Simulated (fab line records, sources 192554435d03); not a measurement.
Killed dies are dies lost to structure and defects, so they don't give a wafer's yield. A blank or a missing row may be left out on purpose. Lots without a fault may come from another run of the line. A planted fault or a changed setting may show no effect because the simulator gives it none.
fab line records | flow n5_finfet
record lots=7 wafers=39
route steps=1938 shown DUMMY_GATE@246 GATE_CUT@469 MOL_CONTACT_COAG@551
start_h: hours from the record's first day to the start of the lot's first wafer shown | wait_h: hours since the lot's step before | " the same as in the row above | L1.1+2: a row that stands for several wafers | - no value, or no start given | * or withheld: withheld | < > ~ a bound
route shown NAME@n: a module of which the file shows steps, and the number in the route of the first | usual: mean/standard deviation of fault-free wafers | same: alike in all rows | chamber/n: place in a boat | sites: the reading at each site | _std_site: their standard deviation | _edge_site: outer sites' mean less inner sites' | radius_mm: how far each site lies from the wafer's centre | mask NAME#n: copy n | behind: the tool/chamber that last shaped the wafer | hold: why the lot was held/for how many hours/how that ended | device: the transistor (n, p or np) that didn't switch | end of line: the same wafers' tests at the end of the route | a step without rows: its recipe alone | killed: dies lost to structure and defects at the first sort, not the wafer's yield | map: a wafer's dies, x killed, . not, _ none there
set.NAME: the setting as run; set.NAME@STEP: as run at that earlier step | model.NAME: the simulator's own value behind a step, which no gauge read
lots whose settings were changed on purpose; a table a step, a row a wafer
## steps
# step N5_DUMMY_GATE_ETCH_32
# recipe chemistry=CF4 target=SiO2 target_depth_a=35 time_s=3.9 ion_energy_ev=350 pressure_mtorr=10 icp_w=800 bias_w=400 cf4_flow_sccm=80
# columns lot.wafer tool chamber start_h wait_h set.time_s model.etch.depth_nm
L075.1 rie_si-04 0 56.60 0.1 3.9 3.471
L075.2 " 3 " " 3.9 3.493
L075.4 " 1 " " 3.9 3.557
L078.1 rie_si-05 1 72.61 0.1 4.656 4.199
L078.2 " 3 " " 3.9 3.553
L078.3+5 " 2,1 " " 4.656 4.2
L078.4 " 0 " " 3.9 3.523
L078.6 " 0 " " 3.9 3.517
L080.1 rie_si-05 2 81.97 0.1 4.754 4.242
L080.2 " 3 " " 3.9 3.497
L080.3 " 1 " " 3.9 3.454
L080.4 " 0 " " 4.754 4.27
L080.5 " 0 " " 3.9 3.483
L080.6 " 1 " " 4.754 4.244
L082.1 rie_si-05 0 94.07 0.1 3.9 3.5
L082.2 " 1 " " 4.268 3.848
L082.3 " 3 " " 3.9 3.536
L082.4 " 2 " " 3.9 3.535
L082.5 " 3 " " 4.268 3.859
L082.6 " 2 " " 4.268 3.864
L089.1+6 rie_si-05 1 144.96 0.1 3.9 3.505
L089.2 " 0 " " 3.279 2.936
L089.3 " 2 " " 3.279 2.958
L089.4 " 3 " " 3.279 2.96
L089.5 " 0 " " 3.9 3.513
L090.1 rie_si-04 3 148.07 0.1 3.9 3.479
L090.2 " 1 " " 3.9 3.589
L090.3 " 2 " " 3.9 3.56
L090.4 " 0 " " 3.9 3.517
L090.5 " 3 " " 3.9 3.496
L090.6 " 2 " " 3.9 3.618
L092.1 rie_si-06 0 162.94 0.1 4.363 3.932
L092.2 " 2 " " 4.363 3.936
L092.3 " 3 " " 4.363 3.946
L092.4 " 1 " " 3.9 3.549
L092.5 " 1 " " 3.9 3.53
L092.6 " 0 " " 3.9 3.494
# step N5_DUMMY_GATE_ETCH_42
# recipe chemistry=CHF3/O2 target=SiO2 target_depth_a=35 time_s=31 ion_energy_ev=30 bias_w=12 pressure_mtorr=30 source_w=600 Ar_flow_sccm=200 CHF3_flow_sccm=50 O2_flow_sccm=5
# usual rf_vpp_V=42.6/0.91
# columns lot.wafer tool chamber start_h wait_h set.bias_w rf_vpp_V
L075.1 rie_diel-06 0 56.98 0.2 12 43.8
L075.2 " 1 " " 12 41.5
L075.4 " 2 " " 12 40.9
L078.1 rie_diel-01 0 72.86 0.0 12 43.2
L078.2 " 3 " " 12 42.4
L078.3 " 2 " " 12 41.8
L078.4 " 1 " " 12 42.7
L078.5 " 1 " " 12 43.4
L078.6 " 2 " " 12 41.8
L080.1 rie_diel-03 3 82.30 0.1 12 42.3
L080.2 " 0 " " 12 42.5
L080.3 " 2 " " 12 44.4
L080.4 " 2 " " 10.15 37.5
L080.5 " 3 " " 10.15 36.3
L080.6 " 0 " " 10.15 37.8
L082.1 rie_diel-01 1 94.32 0.0 12 41.5
L082.2 " 0 " " 12 43.3
L082.3 " 3 " " 10.15 37.2
L082.4 " 2 " " 10.15 37.5
L082.5 " 0 " " 12 41.6
L082.6 " 1 " " 10.15 37.0
L089.1 rie_diel-06 2 145.21 0.1 12 41.9
L089.2 " 1 " " 12 43.1
L089.3 " 0 " " 12 43.3
L089.4 " 3 " " 13.68 46.6
L089.5 " 1 " " 13.68 46.8
L089.6 " 2 " " 13.68 46.5
L090.1 rie_diel-01 2 148.32 0.0 12 44.2
L090.2 " 0 " " 12 43.7
L090.3 " 3 " " 12 42.0
L090.4 " 1 " " 12 43.4
L090.5 " 1 " " 12 41.9
L090.6 " 2 " " 12 43.2
L092.1 rie_diel-06 2 163.19 0.1 13.88 47.0
L092.2 " 3 " " 12 44.2
L092.3 " 1 " " 13.88 46.4
L092.4 " 0 " " 12 43.5
L092.5 " 3 " " 12 43.7
L092.6 " 0 " " 13.88 49.0
# step N5_GATE_CUT_ETCH_58
# recipe chemistry=CH3F/O2 target=SiNx target_depth_a=170 time_s=128.6 ion_energy_ev=50 pressure_mtorr=30 source_w=415 bias_w=21 Ar_flow_sccm=150 CH3F_flow_sccm=30 O2_flow_sccm=20
# columns lot.wafer tool chamber start_h wait_h set.time_s model.etch.depth_nm model.SiNx_of_SDB_ALD_29.thk_nm
L075.1 rie_diel-06 0 88.03 0.0 128.6 17.09 24.6
L075.2 " 2 " " 128.6 17.06 24.6
L075.4 " 1 " " 128.6 16.56 24.6
L078.1 rie_diel-01 3 104.91 0.1 138.3 18.15 24.4
L078.2 " 2 " " 128.6 17.08 24.6
L078.3 " 0 " " 128.6 16.92 24.6
L078.4 " 1 " " 138.3 18.32 24.4
L078.5 " 1 " " 128.6 17.06 24.6
L078.6 " 2 " " 138.3 18.35 24.4
L080.1+3 rie_diel-01 0,1 114.80 0.0 128.6 16.86 24.6
L080.2 " 3 " " 128.6 16.93 24.6
L080.4 " 0 " " 128.6 16.99 24.6
L080.5 " 1 " " 128.6 16.91 24.6
L080.6 " 3 " " 128.6 16.78 24.6
L082.1 rie_diel-03 2 127.23 0.0 102.5 13.52 25.2
L082.2 " 0 " " 102.5 13.42 25.2
L082.3 " 1 " " 128.6 17.22 24.6
L082.4 " 3 " " 128.6 17.18 24.8
L082.5 " 2 " " 128.6 16.95 24.8
L082.6 " 3 " " 102.5 13.68 25.2
L089.1 rie_diel-06 3 181.96 0.1 152 20.27 24.2
L089.2 " 2 " " 152 20.36 24.2
L089.3 " 1 " " 128.6 16.82 24.6
L089.4 " 0 " " 128.6 17.12 24.6
L089.5 " 1 " " 152 19.82 24
L089.6 " 0 " " 128.6 17.05 24.6
L090.1 rie_diel-03 2 183.27 0.2 109.7 14.42 25
L090.2 " 0 " " 128.6 17.02 24.6
L090.3 " 3 " " 128.6 17.19 24.6
L090.4 " 0 " " 109.7 14.45 25
L090.5 " 3 " " 109.7 14.74 25
L090.6 " 2 " " 128.6 16.85 24.6
L092.1 rie_diel-01 0 197.26 0.2 141.8 18.68 24.2
L092.2 " 3 " " 128.6 17.31 24.6
L092.3 " 1 " " 128.6 16.81 24.4
L092.4 " 2 " " 128.6 17.44 24.4
L092.5 " 1 " " 141.8 18.73 24.2
L092.6 " 2 " " 141.8 19.24 24.2
# step N5_MOL_CONTACT_COAG_SPUTTER_130
# recipe material=Co target_thk_a=475 temp_c=25 chamber_pressure_pa=0.5 power_w=3000
# columns lot.wafer tool chamber start_h wait_h set.power_w model.Co_of_MOL_CONTACT_COAG_SPUTTER_130.thk_nm
L075.1+2+4 pvd_sputter-03 - 103.95 0.0 3000 47.6
L078.1+3+5 pvd_sputter-03 - 116.28 0.0 2784 45
L078.2 " - " " 3000 48
L078.4+6 " - " " 3000 48.4
L080.1 pvd_sputter-02 - 131.17 0.0 3419 54.6
L080.2 " - " " 3419 55
L080.3+4 " - " " 3000 47.8
L080.5 " - " " 3419 54.4
L080.6 " - " " 3000 47.4
L082.1 pvd_sputter-02 - 152.22 0.0 2439 37.6
L082.2+4 " - " " 3000 46.8
L082.3 " - " " 2439 38
L082.5 " - " " 3000 46.6
L082.6 " - " " 2439 37.4
L089.1 pvd_sputter-02 - 196.86 0.0 3339 53.2
L089.2+6 " - " " 3339 52.8
L089.3 " - " " 3000 47.4
L089.4 " - " " 3000 47.6
L089.5 " - " " 3000 47.8
L090.1 pvd_sputter-02 - 198.58 0.0 3344 52.8
L090.2+5 " - " " 3344 52.6
L090.3 " - " " 3000 47
L090.4 " - " " 3000 47.4
L090.6 " - " " 3000 47.2
L092.1 pvd_sputter-02 - 211.90 0.0 3000 47.8
L092.2 " - " " 3000 48
L092.3 " - " " 2773 44.2
L092.4 " - " " 2773 44.8
L092.5 " - " " 2773 44.4
L092.6 " - " " 3000 48.2
## key
split step=N5_DUMMY_GATE_ETCH_32 setting=time_s stated=3.9 by=wafer
response step=N5_DUMMY_GATE_ETCH_32 reading=model.etch.depth_nm change=+0.035 per=1% r=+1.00
split step=N5_DUMMY_GATE_ETCH_42 setting=bias_w stated=12 by=wafer
response step=N5_DUMMY_GATE_ETCH_42 reading=rf_vpp_V change=+0.302 per=1% r=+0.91
split step=N5_GATE_CUT_ETCH_58 setting=time_s stated=128.6 by=wafer
response step=N5_GATE_CUT_ETCH_58 reading=model.etch.depth_nm change=+0.172 per=1% r=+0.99
response step=N5_GATE_CUT_ETCH_58 reading=model.SiNx_of_SDB_ALD_29.thk_nm change=-0.025 per=1% r=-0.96
split step=N5_MOL_CONTACT_COAG_SPUTTER_130 setting=power_w stated=3000 by=wafer
response step=N5_MOL_CONTACT_COAG_SPUTTER_130 reading=model.Co_of_MOL_CONTACT_COAG_SPUTTER_130.thk_nm change=+0.482 per=1% r=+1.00
